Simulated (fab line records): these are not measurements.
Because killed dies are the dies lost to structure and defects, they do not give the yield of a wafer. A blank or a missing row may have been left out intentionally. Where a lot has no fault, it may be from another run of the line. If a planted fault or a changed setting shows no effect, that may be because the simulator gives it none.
Lot-split experiment + flow n5_finfet + route with 1938 steps; 7 lots, 21 wafers read

== ON THE SPLIT ==
At N5_HKMG_FIN_COAT_85 (time 60 s, resist thk 300 nm), the setting spin_rpm was moved away from the recipe's 1500 rpm on 2 of the 21 wafers read, by -7.9% to +10.9%. For the rest of the wafers, this setting stayed at what the recipe calls for.

The reading comes from the split's own step.

== THE READING ==
SOC_of_HKMG_FIN_COAT_85.thk_nm (the simulator's own value, which no gauge read), in nm, at N5_HKMG_FIN_COAT_85 (time 60 s, resist thk 300 nm). The file gives no usual value for it. Here, 19 wafers ran the recipe; their average is 300.3 nm with a standard deviation of 0.81 nm.

| wafer  | tool, chamber at the split | spin_rpm as run, rpm | against the recipe | SOC_of_HKMG_FIN_COAT_85.thk_nm, nm | against lot-mates on the recipe |
|--------|----------------------------|----------------------|--------------------|------------------------------------|---------------------------------|
| L077.1 | litho_track-02, 0          | 1500                 | recipe             | 299.2                              | -                               |
| L077.4 | litho_track-02, 0          | 1500                 | recipe             | 299.2                              | -                               |
| L077.5 | litho_track-02, 0          | 1500                 | recipe             | 299.8                              | -                               |
| L081.1 | litho_track-02, 0          | 1500                 | recipe             | 299.4                              | -                               |
| L081.3 | litho_track-02, 0          | 1500                 | recipe             | 299.4                              | -                               |
| L081.6 | litho_track-02, 0          | 1500                 | recipe             | 299.8                              | -                               |
| L083.1 | litho_track-02, 0          | 1500                 | recipe             | 300.2                              | -                               |
| L083.2 | litho_track-02, 0          | 1500                 | recipe             | 299.8                              | -                               |
| L083.4 | litho_track-02, 0          | 1663                 | +10.9%             | 284.8                              | -15.2                           |
| L084.1 | litho_track-01, 0          | 1500                 | recipe             | 301.6                              | -                               |
| L084.4 | litho_track-01, 0          | 1500                 | recipe             | 301.4                              | -                               |
| L084.6 | litho_track-01, 0          | 1500                 | recipe             | 302                                | -                               |
| L089.3 | litho_track-05, 0          | 1500                 | recipe             | 300.8                              | -                               |
| L089.4 | litho_track-05, 0          | 1500                 | recipe             | 301.2                              | -                               |
| L089.5 | litho_track-05, 0          | 1500                 | recipe             | 300.2                              | -                               |
| L093.1 | litho_track-05, 0          | 1500                 | recipe             | 300.4                              | -                               |
| L093.5 | litho_track-05, 0          | 1382                 | -7.9%              | 312                                | +11.4                           |
| L093.6 | litho_track-05, 0          | 1500                 | recipe             | 300.8                              | -                               |
| L095.4 | litho_track-01, 0          | 1500                 | recipe             | 300                                | -                               |
| L095.6 | litho_track-01, 0          | 1500                 | recipe             | 300                                | -                               |
| L095.5 | litho_track-01, 0          | 1500                 | recipe             | 299.6                              | -                               |

FIT RESULTS
A straight line over all 21 wafers: SOC_of_HKMG_FIN_COAT_85.thk_nm changes by -1.45 nm for each +1% of spin_rpm; r = -0.98; the points scatter about the line by 0.82 nm.
The same after taking each lot's own level away (the mean of its wafers on the recipe; 21 wafers): -1.42 nm for each +1%; r = -1.00; scatter 0.27 nm.
The reading moves by 15 nm for the largest change in spin_rpm, on that fit.
The span of the lots' own levels, 299.40 to 301.67 nm, comes to 2.8 times the standard deviation stated above.
The two slopes agree, so the slope changes little with the lot-to-lot level.
Check: with one of the wafers moved furthest among these (+10.9%) left out of the fit, the line predicts -15.7 nm for it against its lot-mates. Against them it came out at -15.2 nm.

== OTHER SPLITS ON THESE WAFERS ==
Other splits were also applied to these wafers ahead of the reading. Each is held against what the fit with the lots' levels taken away leaves over:
| other split on the same wafers | wafers away from the commonest value | r with SOC_of_HKMG_FIN_COAT_85.thk_nm (lot level and that fit taken away) |
|--------------------------------|--------------------------------------|---------------------------------------------------------------------------|
| N5_SDB_COAT_05 spin_rpm        | 6                                    | +0.11                                                                     |
| N5_HKMG_FIN_ETCH_32 bias_w     | 7                                    | -0.23                                                                     |

== THE FILE'S OWN FIT ==
SOC_of_HKMG_FIN_COAT_85.thk_nm changes by -1.42 nm for each +1% of spin_rpm, r = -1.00.
